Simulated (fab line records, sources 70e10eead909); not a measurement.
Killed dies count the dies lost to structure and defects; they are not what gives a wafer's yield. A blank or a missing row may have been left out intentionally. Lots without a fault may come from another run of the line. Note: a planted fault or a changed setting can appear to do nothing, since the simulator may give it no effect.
Which tool was responsible?	flow nand-harc	36 wafers from 12 lots sampled at 5 of the route's 1302 steps

## WHAT THE GAUGES SHOWED, per wafer
NHARC_P_GATE_CD_MEAS_11: target cd 1640 nm. Usual: cd-nm 1640.3 nm, standard deviation 2.3.
lot	measured	on	cd-nm (nm)	flag
L548	day 4 20:41	cd-sem-03	1638.8 1638.5 1642.8	
L550	day 5 12:19	cd-sem-03	1642.8 1640.1 1638.5	
L552	day 6 15:26	cd-sem-02	1638.1 1640.8 1636.1	
L558	day 9 00:47	cd-sem-02	1642.2 1642.4 1640.4	
L561	day 10 11:35	cd-sem-03	1638.7 1643.0 1639.2	
L562	day 10 11:25	cd-sem-01	1638.3 1637.1 1642.9	
L563	day 11 01:00	cd-sem-03	1643.2 1642.1 1644.9	
L565	day 11 20:50	cd-sem-03	1640.7 1634.5 1638.3	
L566	day 12 07:41	cd-sem-02	1638.0 1642.9 1641.4	
L567	day 12 15:16	cd-sem-02	1635.8 1639.6 1639.1	
L568	day 13 04:37	cd-sem-01	1640.7 1643.7 1641.7	
L569	day 13 13:57	cd-sem-01	1642.9 1639.6 1636.6	

NHARC_END_SORT_01. Usual: killed-at-array 54, standard deviation 21; killed-at-other 0.9, standard deviation 1.1; killed-at-periphery 3.5, standard deviation 2.5; killed-dies 58, standard deviation 21; killed-open 3.3, standard deviation 1.9; killed-short 2.6, standard deviation 1.8.
lot	measured	on	killed-at-array	killed-at-other	killed-at-periphery	killed-dies	killed-open	killed-short	flag
L562	day 30 18:04	prober-01	46 24 54	0 0 1	10 8 3	56 32 58	4 3 2	0 2 2	

## WHAT TOOL EACH LOT RAN ON (gives the tool, then ch and the chambers of the sampled wafers, and finally the start)
lot	NHARC_P_ZERO_WELL_DESCUM_54	NHARC_P_GATE_PRECLEAN_70	NHARC_P_GATE_DESCUM_48
L548	rie-diel-13 ch 0,1,3, day 2 11:39	wet-bench-07 ch 0,3,4, day 4 12:05	rie-diel-02 ch 0,2,3, day 6 03:17
L550	rie-diel-01 ch 0,1,3, day 3 08:01	wet-bench-07 ch 0,1,5, day 5 03:39	rie-diel-02 ch 2,3, day 7 02:53
L552	rie-diel-01 ch 0,1,2, day 4 05:58	wet-bench-01 ch 0,3,6, day 6 07:25	rie-diel-02 ch 1,2,3, day 7 17:56
L558	rie-diel-01 ch 1,2, day 6 16:08	wet-bench-07 ch 1,2,6, day 8 14:38	rie-diel-12 ch 1,2,3, day 10 07:51
L561	rie-diel-03 ch 0,2, day 7 22:01	wet-bench-07 ch 2,3,5, day 10 03:05	rie-diel-12 ch 0,1,2, day 11 15:28
L562	rie-diel-13 ch 1,2, day 8 07:47	wet-bench-01 ch 0,5,6, day 10 03:05	rie-diel-02 ch 1,3, day 11 16:09
L563	rie-diel-03 ch 1,2,3, day 8 17:47	wet-bench-05 ch 4,6,7, day 10 16:31	rie-diel-08 ch 0,1,2, day 12 07:08
L565	rie-diel-13 ch 2,3, day 9 14:00	wet-bench-05 ch 1,2,7, day 11 10:31	rie-diel-08 ch 0,1,3, day 12 22:43
L566	rie-diel-01 ch 0,1,3, day 9 23:54	wet-bench-01 ch 2,5,7, day 11 23:33	rie-diel-02 ch 0,2, day 13 10:04
L567	rie-diel-01 ch 1,2, day 10 10:13	wet-bench-05 ch 0,1,7, day 12 06:52	rie-diel-02 ch 0,1, day 13 17:12
L568	rie-diel-03 ch 0,1,3, day 10 20:11	wet-bench-07 ch 2,6,7, day 12 18:44	rie-diel-02 ch 0,1, day 14 09:33
L569	rie-diel-03 ch 0,1,2, day 11 06:08	wet-bench-05 ch 5,6,7, day 13 05:28	rie-diel-08 ch 0,1,2, day 14 17:34
- NHARC_P_ZERO_WELL_DESCUM_54: chemistry O2, time 3 s.
- NHARC_P_GATE_PRECLEAN_70: cleans in SC1.
- NHARC_P_GATE_DESCUM_48: chemistry O2, time 3 s.

## AS READ BY THE TOOLS THEMSELVES (means over the sampled wafers that have a number; for cases with no such wafer, the mark the record gives instead)
NHARC_P_ZERO_WELL_DESCUM_54. Usual: drypump-motor-current-A 5.8 A, standard deviation 0.35; o2-flow-sccm 199.9 sccm, standard deviation 0.59; oes-product-au 1.002 a.u., standard deviation 0.013; rf-vpp-V 57.8 V, standard deviation 0.95; showerhead-plenum-p-Torr 1.92 Torr, standard deviation 0.088; throttle-valve-pct 11.311 %, standard deviation 0.0077.
lot	tool	drypump-motor-current-A (A)	o2-flow-sccm (sccm)	oes-product-au (a.u.)	rf-vpp-V (V)	showerhead-plenum-p-Torr (Torr)	throttle-valve-pct (%)	flag
L548	rie-diel-13	5.5	199.7	1.004	57.8	1.95	11.310	
L550	rie-diel-01	5.9	200.2	0.994	57.1	1.94	11.312	
L552	rie-diel-01	5.8	200.2	0.987	58.6	1.96	11.319	
L558	rie-diel-01	5.8	200.6	1.000	58.4	1.94	11.314	
L561	rie-diel-03	6.2	200.3	0.990	57.2	1.82	11.305	
L562	rie-diel-13	5.9	199.7	1.009	58.2	2.04	11.314	
L563	rie-diel-03	5.7	199.7	1.000	57.9	1.88	11.314	
L565	rie-diel-13	5.7	199.8	1.009	58.1	1.98	11.307	
L566	rie-diel-01	6.0	199.9	1.003	57.7	1.93	11.313	
L567	rie-diel-01	5.8	200.4	1.003	58.0	1.93	11.314	
L568	rie-diel-03	5.7	200.2	1.014	57.3	1.86	11.320	
L569	rie-diel-03	6.0	199.6	1.004	56.5	1.85	11.316	

NHARC_P_GATE_PRECLEAN_70. Usual: sc1-h2o2-end-mol-l 0.3698, standard deviation 0.00071.
lot	tool	sc1-h2o2-end-mol-l	flag
L548	wet-bench-07	0.3698	
L550	wet-bench-07	0.3701	
L552	wet-bench-01	0.3697	
L558	wet-bench-07	0.3702	
L561	wet-bench-07	0.3693	
L562	wet-bench-01	0.3696	
L563	wet-bench-05	0.3698	
L565	wet-bench-05	0.3703	
L566	wet-bench-01	0.3698	
L567	wet-bench-05	0.3695	
L568	wet-bench-07	0.3693	
L569	wet-bench-05	0.3697	

NHARC_P_GATE_DESCUM_48. Usual: drypump-motor-current-A 5.4 A, standard deviation 0.39; o2-flow-sccm 200.0 sccm, standard deviation 0.65; oes-product-au 0.996 a.u., standard deviation 0.011; rf-vpp-V 57.7 V, standard deviation 0.9; showerhead-plenum-p-Torr 1.93 Torr, standard deviation 0.078; throttle-valve-pct 11.312 %, standard deviation 0.0093.
lot	tool	drypump-motor-current-A (A)	o2-flow-sccm (sccm)	oes-product-au (a.u.)	rf-vpp-V (V)	showerhead-plenum-p-Torr (Torr)	throttle-valve-pct (%)	flag
L548	rie-diel-02	5.1	200.6	0.993	58.2	2.00	11.315	
L550	rie-diel-02	5.1	200.5	1.000	58.3	2.00	11.307	
L552	rie-diel-02	5.3	200.4	1.005	57.5	1.98	11.305	
L558	rie-diel-12	5.5	199.7	1.011	57.4	1.91	11.316	
L561	rie-diel-12	5.4	200.0	0.999	57.3	1.86	11.311	
L562	rie-diel-02	5.4	200.5	0.984	56.8	1.97	11.302	
L563	rie-diel-08	5.4	200.4	0.989	56.7	1.81	11.316	
L565	rie-diel-08	5.6	199.8	0.990	58.0	1.86	11.308	
L566	rie-diel-02	5.0	199.6	1.000	58.0	2.00	11.315	
L567	rie-diel-02	5.6	200.6	0.987	59.5	1.96	11.328	
L568	rie-diel-02	5.5	199.4	0.984	58.0	1.96	11.301	
L569	rie-diel-08	5.4	199.6	0.995	57.2	1.80	11.303	

## THE ANSWER, worked out from the rows above alone
Rule: a lot is off if the mean of its wafers that have a number lies more than 3 standard deviations from the usual mean. A lot without any number at a reading at which 4 lots or more have one is off too. All remaining lots with rows at the step are treated as sound. After the gauges, taken in route order, come the tools' own readings; for these a lot's mean is taken, as printed above. The first step at which some lot is off is used, and at that step the reading that is off furthest; a lot without a number counts as furthest.
None of the lots is off at any reading shown; this tells nothing.

## WHAT WAS PUT IN BY THE SIMULATOR
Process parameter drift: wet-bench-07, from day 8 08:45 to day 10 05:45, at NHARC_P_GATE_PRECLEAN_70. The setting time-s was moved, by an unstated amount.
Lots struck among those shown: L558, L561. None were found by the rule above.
